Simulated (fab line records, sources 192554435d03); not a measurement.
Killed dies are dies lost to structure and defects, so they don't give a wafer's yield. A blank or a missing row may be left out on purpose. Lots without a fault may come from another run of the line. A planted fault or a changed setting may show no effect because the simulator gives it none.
fab line records | flow n5_finfet
record lots=10 wafers=30 last_day=18
route steps=1938 shown BEOL_M11@1571
lots that met no fault: from a run of the same line without faults
start_h: hours from the record's first day to the start of the lot's first wafer shown | wait_h: hours since the lot's step before | " the same as in the row above | L1.1+2: a row that stands for several wafers | - no value, or no start given | * or withheld: withheld | < > ~ a bound
route shown NAME@n: a module of which the file shows steps, and the number in the route of the first | usual: mean/standard deviation of fault-free wafers | same: alike in all rows | chamber/n: place in a boat | sites: the reading at each site | _std_site: their standard deviation | _edge_site: outer sites' mean less inner sites' | radius_mm: how far each site lies from the wafer's centre | mask NAME#n: copy n | behind: the tool/chamber that last shaped the wafer | hold: why the lot was held/for how many hours/how that ended | device: the transistor (n, p or np) that didn't switch | end of line: the same wafers' tests at the end of the route | a step without rows: its recipe alone | killed: dies lost to structure and defects at the first sort, not the wafer's yield | map: a wafer's dies, x killed, . not, _ none there
set.NAME: the setting as run; set.NAME@STEP: as run at that earlier step | model.NAME: the simulator's own value behind a step, which no gauge read
steps of the route over a sample of lots; a table a step, a row a wafer
services: from which hour (start_h, from the record's first day; less than 0 if before it) a tool's chamber was out of use, for how many hours, and why
## steps
# step N5_BEOL_M11_DESCUM_33
# recipe chemistry=O2 time_s=7.9 source_power_w=50 bias_power_w=20 pressure_mtorr=20 rf_frequency_hz=2.712e+07 temp_c=40 resist=CAR-ArF o2_flow_sccm=225
# usual chamber_pressure_mTorr=20.002/0.016 drypump_motor_current_A=5.7/0.48 oes_product_au=0.79/0.1 rf_vpp_V=242.7/1.3 showerhead_plenum_p_Torr=2.07/0.067 throttle_valve_pct=20.3/0.3
# columns lot.wafer tool chamber start_h wait_h chamber_pressure_mTorr drypump_motor_current_A oes_product_au rf_hours_counter_h rf_vpp_V showerhead_plenum_p_Torr throttle_valve_pct
L612.2 rie_diel-03 2 243.04 0.0 19.994 5.6 0.71 222 243.0 2.09 20.9
L612.5 " 3 " " 19.984 5.8 0.77 - 242.9 2.10 20.2
L612.6 " 2 " " 19.971 5.6 0.71 - 243.8 2.09 20.9
L615.1 rie_diel-02 3 255.15 0.1 19.996 6.7 0.84 69 241.6 2.03 19.9
L615.3 " 1 " " 20.007 6.6 0.68 225 244.1 2.16 20.7
L615.6 " 3 " " 20.009 6.6 0.84 - 242.7 2.03 20.0
L618.3 rie_diel-03 1 258.19 0.0 20.002 6.3 0.69 248 242.9 2.14 20.2
L618.4 " 2 " " 19.997 5.6 0.70 228 241.1 2.09 20.9
L618.5 " 0 " " 20.012 5.1 0.98 - 242.7 2.06 20.5
L616.1 rie_diel-03 1 261.38 0.0 20.007 6.3 0.68 249 244.0 2.14 20.2
L616.2 " 2 " " 20.000 5.6 0.70 229 241.9 2.09 20.9
L616.6 " 0 " " 20.022 5.1 0.98 - 241.4 2.06 20.5
L617.1 rie_diel-04 1 261.55 0.0 20.026 5.3 0.81 107 242.2 2.02 20.1
L617.4 " 0 " " 19.995 5.9 0.73 155 240.8 1.92 20.4
L617.5 " 2 " " 20.003 5.2 0.73 - 242.8 2.10 20.2
L619.1 rie_diel-03 3 286.15 0.7 20.025 5.8 0.75 125 244.6 2.10 20.2
L619.2 " 2 " " 20.029 5.6 0.71 233 241.0 2.09 20.9
L619.5 " 2 " " 20.032 5.6 0.70 - 242.5 2.09 20.9
L624.3 rie_diel-03 1 322.41 0.3 19.985 6.3 0.90 12 244.4 2.13 19.8
L624.5 " 2 " " 20.009 5.6 0.70 - 242.1 2.08 20.9
L624.6 " 1 " " 20.015 6.3 0.92 - 244.5 2.13 19.8
L625.2 rie_diel-04 2 327.21 0.1 20.014 5.2 0.72 192 242.4 2.09 20.2
L625.4 " 0 " " 20.017 5.9 0.72 172 241.6 1.91 20.5
L625.5 " 3 " " 20.010 6.2 0.71 - 244.3 2.04 20.3
L634.2 rie_diel-04 2 378.65 0.0 19.988 5.2 0.69 210 242.4 2.09 20.2
L634.3 " 0 " " 20.006 5.9 0.70 190 239.6 1.91 20.5
L634.5 " 1 " " 19.982 5.3 0.76 - 242.0 2.01 20.1
L635.1 rie_diel-04 1 397.32 0.0 19.988 5.3 0.76 151 240.4 2.01 20.1
L635.4 " 0 " " 20.019 5.9 0.69 195 239.6 1.90 20.5
L635.5 " 3 " " 20.018 6.2 0.92 - 242.5 2.03 20.0
# step N5_BEOL_M11_TRENCH_ETCH_37
# recipe chemistry=C4F6/O2 target_depth_a=1488.3 target=SiCOH_lowk time_s=48 ion_energy_ev=250 pressure_mtorr=30 source_w=345 bias_w=185 Ar_flow_sccm=300 C4F6_flow_sccm=10 O2_flow_sccm=10
# usual chamber_pressure_mTorr=30.002/0.024 drypump_motor_current_A=5.7/0.48 oes_product_au=0.79/0.1 rf_vpp_V=667/12 showerhead_plenum_p_Torr=2.81/0.087 throttle_valve_pct=20.77/0.27
# columns lot.wafer tool chamber start_h wait_h chamber_pressure_mTorr drypump_motor_current_A oes_product_au rf_hours_counter_h rf_vpp_V showerhead_plenum_p_Torr throttle_valve_pct
L612.2 rie_diel-03 2 - - 29.989 5.6 0.71 222 674 2.81 21.17
L612.5 " 3 " " 30.024 5.8 0.76 - 667 2.86 20.67
L612.6 " 2 " " 29.970 5.6 0.71 - 674 2.81 21.17
L615.1 rie_diel-02 3 - - 30.015 6.6 0.83 69 674 2.79 20.59
L615.3 " 1 " " 29.966 6.6 0.67 225 675 2.91 21.07
L615.6 " 3 " " 30.012 6.6 0.84 - 674 2.79 20.60
L618.3 rie_diel-03 1 - - 30.018 6.3 0.67 248 677 2.91 20.65
L618.4 " 2 " " 30.025 5.6 0.71 228 673 2.81 21.19
L618.5 " 0 " " 29.969 5.1 0.98 - 668 2.83 21.04
L616.1 rie_diel-03 1 - - 29.985 6.3 0.68 249 677 2.91 20.65
L616.2 " 2 " " 30.008 5.6 0.71 229 674 2.81 21.17
L616.6 " 0 " " 29.976 5.1 0.98 - 668 2.83 21.06
L617.1 rie_diel-04 1 - - 30.003 5.3 0.80 107 682 2.74 20.49
L617.4 " 0 " " 29.984 5.9 0.72 155 641 2.61 20.83
L617.5 " 2 " " 29.969 5.2 0.72 - 667 2.84 20.60
L619.1 rie_diel-03 3 - - 29.970 5.8 0.76 125 665 2.85 20.69
L619.2 " 2 " " 30.012 5.6 0.71 233 673 2.80 21.19
L619.5 " 1 " " 29.983 6.3 0.97 - 680 2.91 20.30
L624.3 rie_diel-03 1 - - 30.043 6.3 0.92 13 677 2.90 20.33
L624.5 " 2 " " 30.013 5.6 0.70 - 673 2.80 21.21
L624.6 " 1 " " 30.010 6.3 0.93 - 679 2.90 20.32
L625.2 rie_diel-04 2 - - 30.006 5.1 0.71 192 670 2.83 20.63
L625.4 " 0 " " 29.962 5.9 0.71 173 640 2.60 20.87
L625.5 " 3 " " 30.001 6.2 0.70 - 664 2.81 20.99
L634.2 rie_diel-04 2 - - 30.009 5.1 0.69 211 668 2.82 20.65
L634.3 " 0 " " 29.960 5.9 0.70 190 639 2.60 20.91
L634.5 " 1 " " 30.064 5.3 0.76 - 683 2.72 20.53
L635.1 rie_diel-04 1 - - 30.008 5.3 0.76 151 681 2.72 20.55
L635.4 " 0 " " 30.045 5.9 0.69 196 640 2.60 20.91
L635.5 " 3 " " 30.001 6.2 0.92 - 666 2.81 20.70
# step N5_BEOL_M11_PRE_CLEAN_45
# recipe gas=H2/He time_s=30 temp_c=250
# usual heater_power_w=333/27
# columns lot.wafer tool chamber start_h wait_h heater_power_w
L612.2 pvd_sputter-03 - 244.08 0.0 300
L612.5 " - " " 317
L612.6 " - " " 388
L615.1 pvd_sputter-03 - 256.29 0.0 313
L615.3 " - " " 290
L615.6 " - " " 305
L618.3 pvd_sputter-03 - 259.27 0.0 298
L618.4 " - " " 307
L618.5 " - " " 318
L616.1 pvd_sputter-03 - 262.64 0.0 301
L616.2 " - " " 377
L616.6 " - " " 307
L617.1 pvd_sputter-02 - 262.72 0.0 327
L617.4 " - " " 353
L617.5 " - " " 372
L619.1 pvd_sputter-02 - 287.44 0.0 349
L619.2 " - " " 325
L619.5 " - " " 338
L624.3 pvd_sputter-03 - 324.81 0.0 303
L624.5 " - " " 314
L624.6 " - " " 302
L625.2 pvd_sputter-03 - 328.27 0.0 299
L625.4 " - " " 386
L625.5 " - " " 379
L634.2 pvd_sputter-03 - 379.94 0.0 292
L634.3 " - " " 382
L634.5 " - " " 321
L635.1 pvd_sputter-02 - 398.65 0.0 336
L635.4 " - " " 328
L635.5 " - " " 335
# step N5_BEOL_M11_CVD_75
# recipe material=Co target_thk_a=20 temp_c=withheld precursor=CCTBA/H2 pressure_torr=30 time_s=138.9
# usual run_length_s=162.1/0.47
# columns lot.wafer tool chamber start_h wait_h run_length_s
L612.2 cvd_co-01 1 244.84 0.3 162.1
L612.5 " 2 " " 161.3
L612.6 " 0 " " 161.3
L615.1 cvd_co-02 1 258.26 0.0 162.2
L615.3 " 2 " " 162.0
L615.6 " 1 " " 162.3
L618.3 cvd_co-01 2 260.10 0.4 161.2
L618.4 " 1 " " 162.1
L618.5 " 2 " " 161.6
L616.1 cvd_co-01 0 263.18 0.1 161.4
L616.2 " 2 " " 161.3
L616.6 " 2 " " 162.0
L617.1 cvd_co-02 1 263.21 0.0 162.1
L617.4 " 2 " " 161.9
L617.5 " 1 " " 163.0
L619.1 cvd_co-02 2 287.98 0.1 161.8
L619.2 " 1 " " 162.3
L619.5 " 0 " " 162.5
L624.3 cvd_co-01 1 325.22 0.0 104.1
L624.5 " 1 " " 162.5
L624.6 " 2 " " 161.6
L625.2 cvd_co-02 2 328.72 0.1 161.7
L625.4 " 2 " " 162.0
L625.5 " 0 " " 162.5
L634.2 cvd_co-02 1 380.40 0.0 162.4
L634.3 " 0 " " 162.0
L634.5 " 2 " " 161.8
L635.1 cvd_co-02 0 399.77 0.0 161.9
L635.4 " 0 " " 162.5
L635.5 " 2 " " 162.4
## services
# columns tool chamber start_h hours kind
rie_diel-02 0 238.33 5.8 repair
rie_diel-03 0 241.10 - clean
rie_diel-03 0 241.10 - consumable_replace:focus_ring
rie_diel-03 0 241.10 13.3 scheduled_down
rie_diel-03 0 241.10 13.3 vent_cycle
cvd_co-02 0 260.36 15.9 repair
rie_diel-03 1 264.73 - clean
rie_diel-03 1 264.73 - consumable_replace:focus_ring
rie_diel-03 1 264.73 16.1 scheduled_down
rie_diel-03 1 264.73 16.1 vent_cycle
rie_diel-03 - 271.55 14.6 pm
cvd_co-01 0 294.26 6.3 repair
rie_diel-03 0 318.78 21.1 repair
rie_diel-04 0 319.25 5.6 repair
rie_diel-04 3 338.66 - clean
rie_diel-04 3 338.66 - consumable_replace:focus_ring
rie_diel-04 3 338.66 15.6 scheduled_down
rie_diel-04 3 338.66 15.6 vent_cycle
rie_diel-03 2 339.96 - clean
rie_diel-03 2 339.96 - consumable_replace:focus_ring
rie_diel-03 2 339.96 16.9 scheduled_down
rie_diel-03 2 339.96 16.9 vent_cycle
pvd_sputter-02 - 357.48 4.6 repair
cvd_co-01 - 377.33 11.1 repair
## key
first_sign step=N5_BEOL_M11_CVD_75 reading=run_length_s direction=down sigmas=99+ usual=* struck=*
effect none on later readings
met_at N5_BEOL_M11_CVD_75
struck_lots L624
struck_wafers L624.3
not_acting_at N5_BEOL_M11_DESCUM_33,N5_BEOL_M11_TRENCH_ETCH_37,N5_BEOL_M11_PRE_CLEAN_45
onset_between 263.18 325.22
fault kind=process_parameter_drift tool=cvd_co-01 chamber=- onset_h=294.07 steps=N5_BEOL_M11_CVD_75 channel=time_s offset=* shape=step end_h=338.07 scope=struck_wafers_only acts_in=* stated=*
